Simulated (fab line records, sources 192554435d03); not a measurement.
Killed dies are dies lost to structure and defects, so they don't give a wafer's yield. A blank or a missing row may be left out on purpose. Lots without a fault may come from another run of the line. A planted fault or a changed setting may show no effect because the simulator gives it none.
Chamber matching | flow n5_finfet | N5_GATE_CUT_ETCH_28 on rie_diel-04: 4 sister chambers
The step etches underlayer in N2/H2, target depth 13 nm, time 10.4 s. 4 wafers are shown with their chamber, then 10 later ones without.

WAFERS WITH THEIR CHAMBER
wafer  | chamber | drypump_motor_current_A (A)
L089.1 | 1       | 5.4
L089.4 | 0       | 5.4
L092.2 | 2       | 5.7
L092.4 | 3       | 5.5

WAFERS WITHOUT THEIR CHAMBER
wafer  | drypump_motor_current_A (A)
L092.6 | 5.7
L093.2 | 5.7
L093.5 | 5.4
L093.6 | 5.5
L094.1 | 5.7
L094.4 | 5.5
L094.6 | 5.7
L095.1 | 5.7
L095.3 | 5.3
L095.4 | 5.7

WHICH CHAMBER EACH WENT THROUGH
wafer  | from the rows above     | in truth
L092.6 | 2                       | 2
L093.2 | 2                       | 2
L093.5 | can't be placed: 0 or 1 | 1
L093.6 | 3                       | 3
L094.1 | 2                       | 2
L094.4 | 3                       | 3
L094.6 | 2                       | 2
L095.1 | 2                       | 2
L095.3 | can't be placed: 0 or 1 | 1
L095.4 | 2                       | 2
Placed correctly: 8 of 10. Can't be placed from these rows: 2 (the true chamber is among the candidates in 2). Placed wrongly: 0.
How it was worked out, from the rows above alone: a wafer's distance from a chamber is the root of the sum, over the readings, of the square of ((its reading less the chamber's mean) divided by the reading's scatter). The wafer belongs to the nearest chamber; if the next one is less than 2 further off, it can't be placed. A chamber's mean is the mean of its shown wafers. The scatter: with one shown wafer a chamber, the root of the mean of the squares of how far each hidden wafer lies from its nearest shown one.
